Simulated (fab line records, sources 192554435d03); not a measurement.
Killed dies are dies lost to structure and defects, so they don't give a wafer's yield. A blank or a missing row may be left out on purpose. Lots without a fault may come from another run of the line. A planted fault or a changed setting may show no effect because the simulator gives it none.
A struck lot beside a sound one | flow n5_finfet | 40 steps out of a route of 1938
Sound: wafers L972.1, L972.5, L972.6. Struck: wafers L988.3, L988.6. (L988.2 of the same lot was not struck and is left out.) The cause comes at the end.
At each step with rows: each side's tool, then ch and its chambers, then its first start. Under that, the readings that differ: sound wafers | struck wafers | difference of the means | sigmas: that difference in standard deviations of wafers without a fault.
alike: readings whose means differ by less than 2 such deviations, and words and numbers that are the same on both sides. not compared: withheld readings, readings that some wafer has no value for, bounds like >300 that may hide the same value, and numbers for which the record gives no deviation and whose values overlap.
The two part at a step that has a row with sigmas, a row that says differs or no value, or rows on one side only. Numbers that don't overlap but have no deviation are shown without sigmas and don't part them. A reading that every wafer of one side lacks parts them only if that side has two wafers or more.

N5_BEOL_M6_OCD_MEAS_38:
  sound on ocd-02, day 9 17:01; struck on ocd-02, day 14 12:23
  alike: trench_depth_nm
then, 4 steps without rows for these wafers: N5_BEOL_M6_HM_STRIP_39 (strips TiN in peroxide tin strip, target depth 25 nm, time 158 s); N5_BEOL_M6_SRD_40 (time 30 s); N5_BEOL_M6_PRECLEAN_42 (cleans in residue remover, time 60 s); N5_BEOL_M6_SRD_43 (time 30 s).
N5_BEOL_M6_CD_MEAS_35: target cd 40 nm, target cd y 28 nm.
  sound on cd_sem-01, day 9 17:10; struck on cd_sem-02, day 14 12:32
  alike: cd_nm
N5_BEOL_M6_CURE_75: cures SiCOH lowk, time 120 s.
  sound on uv_cure-02 ch 0, day 9 17:22; struck on uv_cure-03 ch 1, day 14 12:41
  alike: lamp_power_pct, wafer_temp_C_max
then, 1 step without rows for these wafers: N5_BEOL_M6_DEGAS_44 (time 60 s).
N5_BEOL_M6_PRE_CLEAN_45: time 30 s.
  sound on pvd_sputter-03, day 9 17:46; struck on pvd_sputter-02, day 14 14:38
  alike: heater_power_w
then, 3 steps without rows for these wafers: N5_BEOL_M6_ALD_77 (deposits TaN, target thk 2 nm, pulse time 2 s, purge time 3 s); N5_BEOL_M6_SURFACE_TREAT_79; N5_BEOL_M6_CVD_78 (deposits Co from CCTBA/H2, target thk 2 nm, time 142.3 s).
N5_BEOL_M6_SPUTTER_48: material Cu, target thk 10 nm, time 1.667 s.
  sound on pvd_sputter-02, day 9 18:50; struck on pvd_sputter-01, day 14 15:19
  reading                | sound          | struck    | difference | sigmas
  throttle_valve_pct (%) | 29.6 28.6 30.0 | 31.3 31.3 | +1.9       | +2
  alike: substrate_temp_c
then, 4 steps without rows for these wafers: N5_BEOL_M6_ECD_50 (material Cu, target thk 300 nm); N5_BEOL_M6_ANNEAL_51 (time 90 s); N5_BEOL_M6_CMP_52 (polishes, stops on SiCOH lowk, t overpolish 6.9 s, target thk 80 nm); N5_BEOL_M6_PRE_CLEAN_55 (time 15 s).
N5_BEOL_M6_DEP_56: deposits SiCN from 3MS/NH3, target thk 10 nm, time 17.5 s.
  sound on pecvd-03 ch 0,2, day 9 19:43; struck on pecvd-03 ch 0,1, day 14 16:11
  alike: showerhead_plenum_p_Torr, throttle_valve_pct
  not compared: since_wet_clean_h
N5_BEOL_M6_RS_MEAS_57: measures by four-point-probe.
  sound on film_metro-02, day 9 19:47; struck on film_metro-01, day 14 16:15
  alike: M6_RS
then, 2 steps without rows for these wafers: N5_BEOL_M7_ILD_DEP_00 (deposits SiCOH lowk from DEMS/porogen, target thk 179.75 nm, time 33.4 s); N5_BEOL_M7_CURE_74 (cures SiCOH lowk, time 240 s).
N5_BEOL_M7_THK_MEAS_01:
  sound on film_metro-01, day 9 20:27; struck on film_metro-01, day 14 16:53
  alike: M7_ILD_THK
then, 1 step without rows for these wafers: N5_BEOL_M7_PECVD_70 (deposits SiO2 from TEOS/O2, target thk 20 nm, time 22.7 s).
N5_BEOL_M7_HM_DEP_02: deposits TiN, target thk 20 nm.
  sound on pvd_sputter-01, day 9 21:13; struck on pvd_sputter-01, day 14 20:28
  reading              | sound             | struck      | difference | sigmas
  substrate_temp_c (C) | 24.97 25.04 24.80 | 25.16 25.17 | +0.23      | +2
  alike: throttle_valve_pct
then, 8 steps without rows for these wafers: N5_BEOL_M7_COAT_59 (time 60 s, resist thk 100 nm); N5_BEOL_M7_COAT_60 (time 60 s, resist thk 35 nm); N5_BEOL_M7_COAT_05 (resist thk 90 nm); N5_BEOL_M7_EBR_07; N5_BEOL_M7_SOFTBAKE_06 (time 60 s); N5_BEOL_M7_EXPOSE_08 (exposes mask M7); N5_BEOL_M7_PEB_09 (peb time 60 s); N5_BEOL_M7_DEVELOP_10 (develop time 30 s).
N5_BEOL_M7_CD_MEAS_11: target cd 38.5 nm.
  sound on cd_sem-02 ch 0, day 9 21:43; struck on cd_sem-02 ch 0, day 14 20:58
  alike: cd_nm
N5_BEOL_M7_OVL_MEAS_12:
  sound on overlay-02 ch 0, day 9 21:44; struck on overlay-02 ch 0, day 14 20:59
  alike: M7_OVL
then, 1 step without rows for these wafers: N5_BEOL_M7_DESCUM_16 (chemistry O2, time 7.9 s).
N5_BEOL_M7_ETCH_61: etches SiARC in CF4, target depth 45.5 nm, time 75.8 s.
  sound on rie_diel-02 ch 0,2,3, day 9 21:50; struck on rie_diel-06 ch 2, day 14 21:24
  reading                         | sound             | struck      | difference | sigmas
  rf_vpp_V (V)                    | 185.6 185.0 184.7 | 181.9 182.4 | -2.9       | -2
  showerhead_plenum_p_Torr (Torr) | 2.20 2.14 2.21    | 1.97 1.97   | -0.21      | -3
  alike: bias_w, chamber_pressure_mTorr, drypump_motor_current_A, etch_rf_on_time_s, oes_product_au, throttle_valve_pct
  not compared: rf_hours_counter_h
then, 3 steps without rows for these wafers: N5_BEOL_M7_ETCH_62 (etches SOC in N2/H2, target depth 110 nm, overetch 22 nm, time 165 s); N5_BEOL_M7_STRIP_68 (strips in N2/H2); N5_BEOL_M7_STRIP_67 (strips in CF4).
-- the record jumps here: 3 days lie between the struck wafers' starts before and after (it left off in module BEOL_M7 and takes up again in module PASSIVATION, whose first step shown is number 1936 of the route) --
N5_PASSIVATION_PROBE_49:
  sound on prober-02, day 13 05:11; struck on prober-01, day 18 08:17
  reading                  | sound          | struck    | difference | sigmas
  defect_limited_yield (%) | 91.4 90.6 91.4 | 80.5 81.4 | -10.2      | -7
  killed_at_M4_up          | 10 13 10       | 132 144   | +127       | +24
  killed_dies              | 102 111 101    | 230 220   | +120       | +7
  sort_bin_5_function (%)  | 5.4 5.3 5.2    | 13.1 12.0 | +7.3       | +8
  sort_n_pass              | 1078 1069 1079 | 950 960   | -120       | -7
  sort_yield_pct (%)       | 91.4 90.6 91.4 | 80.5 81.4 | -10.2      | -7
  alike: killed_at_M0_to_M3, killed_at_contacts, killed_at_front_end, killed_at_other, killed_open, killed_short, sort_bin_6_memory

WHERE THEY PART
First at N5_BEOL_M6_SPUTTER_48; last, within this record, at N5_PASSIVATION_PROBE_49.

WHY: what the simulator had put in
Chamber particle source: pvd_sputter-01, from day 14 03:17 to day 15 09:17, at N5_BEOL_M6_SPUTTER_48. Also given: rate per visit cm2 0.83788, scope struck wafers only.
